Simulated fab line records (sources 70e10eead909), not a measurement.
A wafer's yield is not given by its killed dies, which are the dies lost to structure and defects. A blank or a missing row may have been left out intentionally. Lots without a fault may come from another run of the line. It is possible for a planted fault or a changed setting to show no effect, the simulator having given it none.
Chamber matching    flow nand-harc    NHARC_A_CONTACT_ETCH_106 on rie-diel-08: 4 sister chambers
The step etches the open film in CF4/O2, target depth 90 nm, overetch 9 nm, time 49.5 s. 14 wafers are shown with their chamber, then 7 later ones without.

== WAFERS PAIRED WITH THEIR CHAMBERS ==
wafer   chamber  drypump-motor-current-A (A)  showerhead-plenum-p-Torr (Torr)  rf-vpp-V (V)
L074.1  2        6.3                          1.33                             196.3
L074.2  1        5.5                          1.34                             197.8
L074.6  0        6.1                          1.44                             199.0
L076.1  0        6.1                          1.43                             200.1
L076.4  1        5.5                          1.34                             197.7
L076.5  3        5.1                          1.36                             197.2
L078.1  1        5.5                          1.34                             198.3
L078.2  3        5.1                          1.36                             198.4
L078.6  0        6.0                          1.43                             199.7
L080.1  3        5.1                          1.35                             198.1
L080.2  2        6.3                          1.33                             196.2
L080.6  1        5.5                          1.33                             197.3
L081.1  0        6.0                          1.43                             199.5
L081.4  0        6.0                          1.43                             200.3

SIGNATURES, as means of the wafers listed above
reading                   chamber 0  chamber 1  chamber 2  chamber 3  scatter within a chamber
drypump-motor-current-A   6.040      5.500      6.300      5.100      0.0346
showerhead-plenum-p-Torr  1.4320     1.3375     1.3300     1.3567     0.00471
rf-vpp-V                  199.720    197.775    196.250    197.900    0.484
Rule: distance of a wafer from a chamber = root of the sum over the readings of ((wafer's reading minus chamber's mean) / reading's scatter) squared. The wafer belongs to the nearest chamber; if the next one is less than 2 further off, it can't be placed. The scatter: the root of (the sum of the squares of (reading less its chamber's mean) over the shown wafers, divided by (wafers less chambers)).

== WAFERS WHOSE CHAMBER IS MISSING ==
wafer   drypump-motor-current-A (A)  showerhead-plenum-p-Torr (Torr)  rf-vpp-V (V)
L081.5  6.3                          1.33                             196.6
L090.2  5.5                          1.33                             196.7
L090.4  5.1                          1.35                             198.3
L090.5  6.4                          1.32                             198.0
L097.1  6.3                          1.32                             198.5
L097.3  6.1                          1.42                             199.6
L097.5  5.5                          1.32                             197.6

== WHICH CHAMBER EACH ONE RAN IN ==
wafer   from the rows above  in truth
L081.5  2                    2
L090.2  1                    1
L090.4  3                    3
L090.5  2                    2
L097.1  2                    2
L097.3  0                    0
L097.5  1                    1
Placed correctly: 7 of 7. From these rows, 0 cannot be placed. 0 placed wrongly.
